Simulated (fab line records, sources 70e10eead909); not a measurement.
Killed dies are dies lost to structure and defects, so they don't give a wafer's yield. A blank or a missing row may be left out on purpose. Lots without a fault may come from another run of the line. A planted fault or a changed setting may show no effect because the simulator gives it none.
Chamber matching | flow nand_harc | NHARC_A_BLC_ETCH_16 on rie_diel-05: 4 sister chambers
The step etches the open film in CF4, target depth 39 nm, time 65 s. 4 wafers are shown with their chamber, then 12 later ones without.

WAFERS WITH THEIR CHAMBER
wafer  | chamber | showerhead_plenum_p_Torr (Torr)
L085.2 | 0       | 1.80
L085.3 | 2       | 1.88
L086.1 | 1       | 1.83
L086.5 | 3       | 1.85

WAFERS WITHOUT THEIR CHAMBER
wafer  | showerhead_plenum_p_Torr (Torr)
L087.1 | 1.80
L087.2 | 1.88
L087.3 | 1.85
L087.4 | 1.83
L087.5 | 1.85
L087.6 | 1.80
L092.3 | 1.88
L092.5 | 1.88
L092.6 | 1.83
L093.1 | 1.80
L093.2 | 1.85
L093.3 | 1.87

WHICH CHAMBER EACH WENT THROUGH
wafer  | from the rows above | in truth
L087.1 | 0                   | 0
L087.2 | 2                   | 2
L087.3 | 3                   | 3
L087.4 | 1                   | 1
L087.5 | 3                   | 3
L087.6 | 0                   | 0
L092.3 | 2                   | 2
L092.5 | 2                   | 2
L092.6 | 1                   | 1
L093.1 | 0                   | 0
L093.2 | 3                   | 3
L093.3 | 2                   | 2
Placed correctly: 12 of 12. Can't be placed from these rows: 0. Placed wrongly: 0.
How it was worked out, from the rows above alone: a wafer's distance from a chamber is the root of the sum, over the readings, of the square of ((its reading less the chamber's mean) divided by the reading's scatter). The wafer belongs to the nearest chamber; if the next one is less than 2 further off, it can't be placed. A chamber's mean is the mean of its shown wafers. The scatter: with one shown wafer a chamber, the root of the mean of the squares of how far each hidden wafer lies from its nearest shown one.
